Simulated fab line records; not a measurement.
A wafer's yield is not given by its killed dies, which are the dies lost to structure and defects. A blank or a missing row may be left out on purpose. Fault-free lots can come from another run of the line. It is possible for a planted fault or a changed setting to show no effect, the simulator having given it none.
Matching of chambers || flow n5-finfet || 4 sister chambers for N5_BEOL_M4_ETCH_69 on rie-diel-04
The step etches SiARC in CF4, target depth 15.6 nm, time 26 s. 14 wafers are shown with their chamber, then 7 later ones without.

== WAFERS PAIRED WITH THEIR CHAMBERS ==
{"wafer": "L566.2", "chamber": 1, "drypump-motor-current-A (A)": 5.3, "showerhead-plenum-p-Torr (Torr)": 2.15, "throttle-valve-pct (%)": 15.32}
{"wafer": "L566.5", "chamber": 1, "drypump-motor-current-A (A)": 5.3, "showerhead-plenum-p-Torr (Torr)": 2.15, "throttle-valve-pct (%)": 15.31}
{"wafer": "L566.6", "chamber": 2, "drypump-motor-current-A (A)": 5.4, "showerhead-plenum-p-Torr (Torr)": 2.20, "throttle-valve-pct (%)": 16.08}
{"wafer": "L567.2", "chamber": 3, "drypump-motor-current-A (A)": 6.5, "showerhead-plenum-p-Torr (Torr)": 2.21, "throttle-valve-pct (%)": 15.48}
{"wafer": "L567.3", "chamber": 1, "drypump-motor-current-A (A)": 5.3, "showerhead-plenum-p-Torr (Torr)": 2.15, "throttle-valve-pct (%)": 15.31}
{"wafer": "L567.4", "chamber": 0, "drypump-motor-current-A (A)": 6.4, "showerhead-plenum-p-Torr (Torr)": 2.27, "throttle-valve-pct (%)": 15.46}
{"wafer": "L569.1", "chamber": 2, "drypump-motor-current-A (A)": 5.5, "showerhead-plenum-p-Torr (Torr)": 2.20, "throttle-valve-pct (%)": 16.11}
{"wafer": "L569.2", "chamber": 1, "drypump-motor-current-A (A)": 5.3, "showerhead-plenum-p-Torr (Torr)": 2.15, "throttle-valve-pct (%)": 15.33}
{"wafer": "L569.5", "chamber": 1, "drypump-motor-current-A (A)": 5.3, "showerhead-plenum-p-Torr (Torr)": 2.15, "throttle-valve-pct (%)": 15.33}
{"wafer": "L578.1", "chamber": 1, "drypump-motor-current-A (A)": 5.3, "showerhead-plenum-p-Torr (Torr)": 2.14, "throttle-valve-pct (%)": 15.37}
{"wafer": "L578.4", "chamber": 3, "drypump-motor-current-A (A)": 6.5, "showerhead-plenum-p-Torr (Torr)": 2.21, "throttle-valve-pct (%)": 15.51}
{"wafer": "L578.6", "chamber": 0, "drypump-motor-current-A (A)": 6.4, "showerhead-plenum-p-Torr (Torr)": 2.26, "throttle-valve-pct (%)": 15.53}
{"wafer": "L584.1", "chamber": 2, "drypump-motor-current-A (A)": 5.4, "showerhead-plenum-p-Torr (Torr)": 2.19, "throttle-valve-pct (%)": 16.17}
{"wafer": "L584.2", "chamber": 1, "drypump-motor-current-A (A)": 5.3, "showerhead-plenum-p-Torr (Torr)": 2.14, "throttle-valve-pct (%)": 15.39}

SIGNATURES (averages over the wafers above)
{"reading": "drypump-motor-current-A", "chamber 0": 6.400, "chamber 1": 5.300, "chamber 2": 5.433, "chamber 3": 6.500, "scatter within a chamber": 0.0258}
{"reading": "showerhead-plenum-p-Torr", "chamber 0": 2.2650, "chamber 1": 2.1471, "chamber 2": 2.1967, "chamber 3": 2.2100, "scatter within a chamber": 0.00509}
{"reading": "throttle-valve-pct", "chamber 0": 15.4950, "chamber 1": 15.3371, "chamber 2": 16.1200, "chamber 3": 15.4950, "scatter within a chamber": 0.0358}
Rule: distance of a wafer from a chamber = root of the sum over the readings of ((wafer's reading minus chamber's mean) / reading's scatter) squared. The wafer belongs to the nearest chamber; if the next one is less than 2 further off, it can't be placed. The scatter is the square root of a quotient: the sum, over the shown wafers, of each reading's squared deviation from its chamber's mean, divided by wafers minus chambers.

== WAFERS WHOSE CHAMBER IS MISSING ==
{"wafer": "L584.5", "drypump-motor-current-A (A)": 5.4, "showerhead-plenum-p-Torr (Torr)": 2.19, "throttle-valve-pct (%)": 16.18}
{"wafer": "L583.1", "drypump-motor-current-A (A)": 5.3, "showerhead-plenum-p-Torr (Torr)": 2.14, "throttle-valve-pct (%)": 15.39}
{"wafer": "L583.4", "drypump-motor-current-A (A)": 6.4, "showerhead-plenum-p-Torr (Torr)": 2.26, "throttle-valve-pct (%)": 15.55}
{"wafer": "L583.6", "drypump-motor-current-A (A)": 5.4, "showerhead-plenum-p-Torr (Torr)": 2.19, "throttle-valve-pct (%)": 16.18}
{"wafer": "L589.4", "drypump-motor-current-A (A)": 6.4, "showerhead-plenum-p-Torr (Torr)": 2.25, "throttle-valve-pct (%)": 15.57}
{"wafer": "L589.5", "drypump-motor-current-A (A)": 6.5, "showerhead-plenum-p-Torr (Torr)": 2.20, "throttle-valve-pct (%)": 15.58}
{"wafer": "L589.6", "drypump-motor-current-A (A)": 5.4, "showerhead-plenum-p-Torr (Torr)": 2.18, "throttle-valve-pct (%)": 15.69}

== EACH ONE'S CHAMBER ==
{"wafer": "L584.5", "from the rows above": 2, "in truth": 2}
{"wafer": "L583.1", "from the rows above": 1, "in truth": 1}
{"wafer": "L583.4", "from the rows above": 0, "in truth": 0}
{"wafer": "L583.6", "from the rows above": 2, "in truth": 2}
{"wafer": "L589.4", "from the rows above": 0, "in truth": 0}
{"wafer": "L589.5", "from the rows above": 3, "in truth": 3}
{"wafer": "L589.6", "from the rows above": "can't be placed: 1 or 2", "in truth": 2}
Correctly placed: 6 of 7. These rows do not allow placing 1 (true chamber among the candidates in 1). Wrongly placed: 0.
